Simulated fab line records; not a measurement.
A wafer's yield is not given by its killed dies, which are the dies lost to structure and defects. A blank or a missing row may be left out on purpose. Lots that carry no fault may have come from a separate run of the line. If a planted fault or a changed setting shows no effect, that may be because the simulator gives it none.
Which tool did it? | flow nand-harc | 15 lots with 45 wafers sampled at 4 steps, on a route of 1302 steps

WHAT THE GAUGES SHOWED, per wafer
The record holds no reading of a measuring or inspecting step that can be judged against a usual standard deviation.

EACH LOT AND THE TOOL THAT RAN IT (in order: tool; ch and the chambers of the sampled wafers; start)
lot  | NHARC_A_M1_PVD_20                       | NHARC_A_BONDPAD_DEP_00                     | NHARC_A_BONDPAD_CMP_29        | NHARC_A_BONDPAD_EXPOSE_06
L643 | pvd-sputter-02, day 22 15:41 or earlier | pecvd-03 ch 0,2, day 22 15:41              | cmp-02 ch 0,1, day 22 16:05   | krf-scanner-01 ch 0, day 22 16:38
L644 | pvd-sputter-02, day 23 11:29 or earlier | pecvd-01 ch 0,1,2, day 23 11:29            | cmp-04 ch 0,2,3, day 23 11:55 | krf-scanner-03 ch 0, day 23 12:34
L645 | pvd-sputter-03, day 23 18:11 or earlier | pecvd-03 ch 0,1,2, day 23 18:11            | cmp-03 ch 0,1,2, day 23 18:35 | krf-scanner-01 ch 0, day 23 19:15
L646 | pvd-sputter-02, day 24 08:39 or earlier | pecvd-03 ch 0,2, day 24 08:39              | cmp-04 ch 0,1,3, day 24 09:01 | krf-scanner-02 ch 0, day 24 09:38
L651 | pvd-sputter-01, day 26 05:56 or earlier | pecvd-01 ch 0,2, day 26 05:56              | cmp-03 ch 0,1, day 26 06:20   | krf-scanner-02 ch 0, day 26 07:01
L650 | pvd-sputter-02, day 26 11:46 or earlier | pecvd-01 ch 0,1, day 26 11:46 or earlier   | cmp-02 ch 2,3, day 26 11:46   | krf-scanner-01 ch 0, day 26 12:26
L652 | pvd-sputter-01, day 27 05:42 or earlier | pecvd-01 ch 0,2, day 27 05:42              | cmp-02 ch 0,1,2, day 27 06:08 | krf-scanner-01 ch 0, day 27 06:40
L654 | pvd-sputter-03, day 27 09:29 or earlier | pecvd-03 ch 0,2, day 27 09:29              | cmp-02 ch 0,2, day 27 09:53   | krf-scanner-03 ch 0, day 27 10:33
L653 | pvd-sputter-02, day 27 10:08 or earlier | pecvd-03 ch 0,1, day 27 10:08              | cmp-02 ch 0,2,3, day 27 10:33 | krf-scanner-01 ch 0, day 27 11:13
L655 | pvd-sputter-01, day 27 23:19 or earlier | pecvd-01 ch 0,1, day 27 23:19              | cmp-02 ch 1,3, day 27 23:52   | krf-scanner-03, day 28 00:31
L657 | pvd-sputter-03, day 28 14:37 or earlier | pecvd-03 ch 0,1,2, day 28 14:37            | cmp-02 ch 1,2,3, day 28 15:02 | krf-scanner-02, day 28 15:41
L656 | pvd-sputter-01, day 29 05:55 or earlier | pecvd-02 ch 0,1,2, day 29 05:55 or earlier | cmp-03 ch 0,2,3, day 29 05:55 | krf-scanner-02, day 29 06:25
L659 | pvd-sputter-03, day 29 11:13 or earlier | pecvd-03 ch 0,2, day 29 11:13              | cmp-03 ch 0,2, day 29 11:38   | krf-scanner-01 ch 0, day 29 12:17
L665 | pvd-sputter-03, day 32 04:07 or earlier | pecvd-01 ch 0,1,2, day 32 04:07 or earlier | cmp-02 ch 0,2,3, day 32 04:07 | krf-scanner-01 ch 0, day 32 04:38
L666 | pvd-sputter-02, day 32 04:39 or earlier | pecvd-01 ch 1,2, day 32 04:39              | cmp-03 ch 0,2,3, day 32 05:04 | krf-scanner-02 ch 0, day 32 05:43
- NHARC_A_M1_PVD_20: deposits TaN, target thk 5 nm, time 8.06 s.
- NHARC_A_BONDPAD_DEP_00: deposits SiCN, target thk 250 nm.
- NHARC_A_BONDPAD_CMP_29: polishes SiCN, target thk 200 nm.
- NHARC_A_BONDPAD_EXPOSE_06: exposes mask A BPAD.

AS READ BY THE TOOLS THEMSELVES (means over the sampled wafers that have a number; for cases with no such wafer, the mark the record gives instead)
NHARC_A_M1_PVD_20. Usual: throttle-valve-pct at 30.1 %, with a standard deviation of 1.2.
lot  | tool           | throttle-valve-pct (%) | flag
L643 | pvd-sputter-02 | 31.2                   |
L644 | pvd-sputter-02 | 30.8                   |
L645 | pvd-sputter-03 | 29.1                   |
L646 | pvd-sputter-02 | 30.3                   |
L651 | pvd-sputter-01 | 29.0                   |
L650 | pvd-sputter-02 | 30.2                   |
L652 | pvd-sputter-01 | 30.6                   |
L654 | pvd-sputter-03 | 28.9                   |
L653 | pvd-sputter-02 | 30.3                   |
L655 | pvd-sputter-01 | 28.8                   |
L657 | pvd-sputter-03 | 29.3                   |
L656 | pvd-sputter-01 | 30.0                   |
L659 | pvd-sputter-03 | 29.0                   |
L665 | pvd-sputter-03 | 29.1                   |
L666 | pvd-sputter-02 | 30.2                   |

NHARC_A_BONDPAD_DEP_00. Usual: heater-power-w at 613 W, with a standard deviation of 73.
lot  | tool     | heater-power-w (W) | flag
L643 | pecvd-03 | 710                |
L644 | pecvd-01 | 663                |
L645 | pecvd-03 | 634                |
L646 | pecvd-03 | 666                |
L651 | pecvd-01 | 593                |
L650 | pecvd-01 | 668                |
L652 | pecvd-01 | 621                |
L654 | pecvd-03 | 722                |
L653 | pecvd-03 | 610                |
L655 | pecvd-01 | 590                |
L657 | pecvd-03 | 679                |
L656 | pecvd-02 | 574                |
L659 | pecvd-03 | 647                |
L665 | pecvd-01 | 594                |
L666 | pecvd-01 | 644                |

NHARC_A_BONDPAD_CMP_29. Usual: motor-current-A at 12.4 A, with a standard deviation of 1.5.
lot  | tool   | motor-current-A (A) | flag
L643 | cmp-02 | 12.9                |
L644 | cmp-04 | 11.7                |
L645 | cmp-03 | 12.5                |
L646 | cmp-04 | 12.7                |
L651 | cmp-03 | 12.4                |
L650 | cmp-02 | 10.8                |
L652 | cmp-02 | 12.6                |
L654 | cmp-02 | 12.4                |
L653 | cmp-02 | 12.1                |
L655 | cmp-02 | 11.0                |
L657 | cmp-02 | 11.3                |
L656 | cmp-03 | 12.0                |
L659 | cmp-03 | 12.3                |
L665 | cmp-02 | 12.0                |
L666 | cmp-03 | 12.2                |

NHARC_A_BONDPAD_EXPOSE_06. Usual: exposure-dose-mJ-cm2 37.08, standard deviation 0.23; focus-offset-nm 0.1 nm, standard deviation 0.56.
lot  | tool           | exposure-dose-mJ-cm2 | focus-offset-nm (nm) | flag
L643 | krf-scanner-01 | 36.93                | 0.6                  |
L644 | krf-scanner-03 | 37.48                | -0.3                 |
L645 | krf-scanner-01 | 36.96                | -0.6                 |
L646 | krf-scanner-02 | 36.97                | 0.2                  |
L651 | krf-scanner-02 | 36.99                | 0.4                  |
L650 | krf-scanner-01 | 36.94                | 0.5                  |
L652 | krf-scanner-01 | 36.92                | 0.2                  |
L654 | krf-scanner-03 | 37.47                | -0.2                 |
L653 | krf-scanner-01 | 36.90                | 0.3                  |
L655 | krf-scanner-03 | -                    | -                    | OFF
L657 | krf-scanner-02 | -                    | -                    | OFF
L656 | krf-scanner-02 | -                    | -                    | OFF
L659 | krf-scanner-01 | 36.92                | -0.6                 |
L665 | krf-scanner-01 | 36.94                | 0.0                  |
L666 | krf-scanner-02 | 36.98                | 0.9                  |

THE ANSWER, worked out from the rows above alone
Rule: a lot is off if the mean of its wafers that have a number lies more than 3 standard deviations from the usual mean. Also off: a lot with no number at a reading for which 4 or more lots have one. Any other lot the step has rows for is counted as sound. First the gauges in route order, then the tools' own readings, where a lot's mean is used as printed above. At the first step where some lot is off, the reading lying furthest off is the one used; lots without a number count as furthest.
Off: L655, L657, L656, at NHARC_A_BONDPAD_EXPOSE_06 (exposure-dose-mJ-cm2). Without a number there: L655, L657, L656.
If a tool, at that step or one of the process steps before it, ran each lot that is off and ran no sound lot following the first of them, it fits. NHARC_A_M1_PVD_20 gives no start for some lots, so the hours and the order of its lots are those of NHARC_A_BONDPAD_CMP_29. NHARC_A_BONDPAD_DEP_00 gives no start for some lots, so the hours and the order of its lots are those of NHARC_A_BONDPAD_CMP_29. No candidate that was tried fits.

WHAT THE SIMULATOR PUT IN
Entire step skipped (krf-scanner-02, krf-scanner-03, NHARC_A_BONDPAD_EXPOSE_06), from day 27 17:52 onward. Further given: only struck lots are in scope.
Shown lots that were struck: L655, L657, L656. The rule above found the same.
